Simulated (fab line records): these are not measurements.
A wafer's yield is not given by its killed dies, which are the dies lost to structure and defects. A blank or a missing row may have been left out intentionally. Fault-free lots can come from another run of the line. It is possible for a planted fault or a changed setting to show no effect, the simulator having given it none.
Split-lot study + flow n5Finfet + 21 wafers read from 7 lots, route of 1938 steps

== ABOUT THE SPLIT ==
At N5_BEOL_M13_COAT_65 (time 60 s, resist thk 350 nm), the setting spinRpm was moved away from the recipe's 1500 rpm on 12 of the 21 wafers read, by -10.3% to +4.1%. All remaining wafers had this setting at the recipe value.

Reading taken at the split's own step.

== THE READING ==
SOC_of_BEOL_M13_COAT_65.thkNm (the simulator's own value, which no gauge read), in nm, at N5_BEOL_M13_COAT_65 (time 60 s, resist thk 350 nm). The file does not state a usual value for it. The 9 wafers here that ran the recipe average 350.1 nm, standard deviation 0.74 nm.

| wafer  | tool, chamber at the split | spinRpm as run, rpm | against the recipe | SOC_of_BEOL_M13_COAT_65.thkNm, nm | against lot-mates on the recipe |
|--------|----------------------------|---------------------|--------------------|-----------------------------------|---------------------------------|
| L075.2 | lithoTrack-05, 0           | 1401                | -6.6%              | 362.4                             | +12.6                           |
| L075.3 | lithoTrack-05, 0           | 1401                | -6.6%              | 362                               | +12.2                           |
| L075.5 | lithoTrack-05, 0           | 1500                | recipe             | 349.8                             | -                               |
| L083.1 | lithoTrack-01, 0           | 1500                | recipe             | 349.2                             | -                               |
| L083.2 | lithoTrack-01, 0           | 1500                | recipe             | 349.2                             | -                               |
| L083.5 | lithoTrack-01, 0           | 1500                | recipe             | 350                               | -                               |
| L087.2 | lithoTrack-01, 0           | 1500                | recipe             | 350.4                             | -                               |
| L087.5 | lithoTrack-01, 0           | 1500                | recipe             | 350.2                             | -                               |
| L087.6 | lithoTrack-01, 0           | 1500                | recipe             | 350                               | -                               |
| L089.2 | lithoTrack-01, 0           | 1500                | recipe             | 351.8                             | -                               |
| L089.5 | lithoTrack-01, 0           | 1561                | +4.1%              | 343.6                             | -8.2                            |
| L089.6 | lithoTrack-01, 0           | 1561                | +4.1%              | 345                               | -6.8                            |
| L095.4 | lithoTrack-05, 0           | 1405                | -6.3%              | 361.2                             | no lot-mate on the recipe       |
| L095.5 | lithoTrack-05, 0           | 1405                | -6.3%              | 360.8                             | no lot-mate on the recipe       |
| L095.6 | lithoTrack-05, 0           | 1405                | -6.3%              | 361                               | no lot-mate on the recipe       |
| L094.1 | lithoTrack-05, 0           | 1441                | -3.9%              | 357                               | no lot-mate on the recipe       |
| L094.3 | lithoTrack-05, 0           | 1441                | -3.9%              | 358.2                             | no lot-mate on the recipe       |
| L094.4 | lithoTrack-05, 0           | 1441                | -3.9%              | 357.8                             | no lot-mate on the recipe       |
| L093.1 | lithoTrack-02, 0           | 1345                | -10.3%             | 370.8                             | +20.2                           |
| L093.2 | lithoTrack-02, 0           | 1345                | -10.3%             | 370.4                             | +19.8                           |
| L093.5 | lithoTrack-02, 0           | 1500                | recipe             | 350.6                             | -                               |

FIT RESULTS
A straight line over all 21 wafers: SOC_of_BEOL_M13_COAT_65.thkNm changes by -1.82 nm for each +1% of spinRpm; r = -0.99; the points scatter about the line by 0.96 nm.
The same after taking each lot's own level away (the mean of its wafers on the recipe; 15 wafers): -1.91 nm for each +1%; r = -1.00; scatter 0.39 nm.
That fit puts the effect of the largest move of spinRpm on the reading at 20 nm.
Measured against the standard deviation above, the lots' own levels, which go from 349.47 to 351.80 nm, span 3.1 times it.
Hence the lot-to-lot level has little effect on the slope; both slopes agree.
Check: +19.6 nm against its lot-mates is what the line predicts for one of the wafers moved furthest among these (-10.3%) when that wafer is left out of the fit. Against them it came out at +20.2 nm.

== ADDITIONAL SPLITS CARRIED BY THESE WAFERS ==
Other splits were also applied to these wafers ahead of the reading. Each is held against what the fit with the lots' levels taken away leaves over:
| other split on the same wafers  | wafers away from the commonest value | r with SOC_of_BEOL_M13_COAT_65.thkNm (lot level and that fit taken away) |
|---------------------------------|--------------------------------------|--------------------------------------------------------------------------|
| N5_BEOL_M9_HM_DEP_02 targetThkA | 8                                    | +0.26                                                                    |
| N5_BEOL_M9_ETCH_62 sourceW      | 5                                    | -0.24                                                                    |
| N5_BEOL_M9_EXPOSE_25 doseMj     | 5                                    | -0.08                                                                    |
| N5_BEOL_M10_ETCH_41 sourceW     | 12                                   | +0.18                                                                    |
| N5_BEOL_M11_PECVD_70 timeS      | 7                                    | -0.16                                                                    |

== THE FILE'S OWN FIT ==
SOC_of_BEOL_M13_COAT_65.thkNm changes by -1.91 nm for each +1% of spinRpm, r = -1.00.
